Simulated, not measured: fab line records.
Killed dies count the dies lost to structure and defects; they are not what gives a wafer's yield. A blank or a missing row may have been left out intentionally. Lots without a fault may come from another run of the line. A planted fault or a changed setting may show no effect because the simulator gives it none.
What tool caused it? :: flow nandHarc :: 33 wafers from 11 lots sampled at 2 of the route's 1159 steps

WHAT EACH GAUGE READ, for each wafer
NHARC_A_CONTACT_INSPECT_10.
lot: L608
measured: day 17 07:04
on: defectInspect-02
rawDefectCount: 10 13 24

lot: L619
measured: day 19 15:00
on: defectInspect-01
rawDefectCount: 20 14 12

lot: L617
measured: day 19 16:41
on: defectInspect-01
rawDefectCount: 43 37 38

lot: L618
measured: day 19 20:42
on: defectInspect-01
rawDefectCount: 53 53 47

lot: L622
measured: day 20 21:41
on: defectInspect-02
rawDefectCount: 36 31 45

lot: L620
measured: day 20 22:59
on: defectInspect-01
rawDefectCount: 45 32 41

lot: L621
measured: day 21 09:14
on: defectInspect-02
rawDefectCount: 33 35 31

lot: L626
measured: day 21 13:23
on: defectInspect-02
rawDefectCount: 11 9 16

lot: L628
measured: day 21 14:18
on: defectInspect-02
rawDefectCount: 49 75 62

lot: L627
measured: day 21 18:36
on: defectInspect-02
rawDefectCount: 37 40 26

lot: L629
measured: day 22 14:15
on: defectInspect-02
rawDefectCount: 42 41 50

EACH LOT AND THE TOOL THAT RAN IT (in order: tool; ch and the chambers of the sampled wafers; start)
lot: L608
NHARC_A_CONTACT_ETCH_106: rieDiel-06 ch 0,2,3, day 17 03:32

lot: L619
NHARC_A_CONTACT_ETCH_106: rieDiel-06 ch 1,2, day 19 12:14

lot: L617
NHARC_A_CONTACT_ETCH_106: rieDiel-05 ch 0,1,2, day 19 13:11

lot: L618
NHARC_A_CONTACT_ETCH_106: rieDiel-06 ch 1,2,3, day 19 15:54

lot: L622
NHARC_A_CONTACT_ETCH_106: rieDiel-06 ch 0,3, day 20 16:20

lot: L620
NHARC_A_CONTACT_ETCH_106: rieDiel-06 ch 0,1,2, day 20 17:04

lot: L621
NHARC_A_CONTACT_ETCH_106: rieDiel-05 ch 0,1,3, day 21 03:13

lot: L626
NHARC_A_CONTACT_ETCH_106: rieDiel-13 ch 1,2,3, day 21 08:04

lot: L628
NHARC_A_CONTACT_ETCH_106: rieDiel-13 ch 2,3, day 21 10:14

lot: L627
NHARC_A_CONTACT_ETCH_106: rieDiel-06 ch 1,3, day 21 15:50

lot: L629
NHARC_A_CONTACT_ETCH_106: rieDiel-06 ch 0,2,3, day 22 10:49
- NHARC_A_CONTACT_ETCH_106: etches the open film in CF4/O2, target depth 60 nm, overetch 6 nm, time 33 s.

THE ANSWER, worked out from the rows above alone
Rule: the usual values come from the lots themselves. Put in order of their means at a reading, lots are off if they are a third of the lots or fewer, leave a main group of 4 or more, and stand apart from it by a gap of 3 or more times the standard deviation of the main group's means; of several such gaps the widest counts. A main group whose means are all the same, to the digits that the tables above print for the reading, isn't used. A lot without any number at a reading at which 4 lots or more have one is off too. Any other lot the step has rows for is counted as sound.
No lot is off at any reading shown: from this, nothing can be told.

WHAT WAS PUT IN BY THE SIMULATOR
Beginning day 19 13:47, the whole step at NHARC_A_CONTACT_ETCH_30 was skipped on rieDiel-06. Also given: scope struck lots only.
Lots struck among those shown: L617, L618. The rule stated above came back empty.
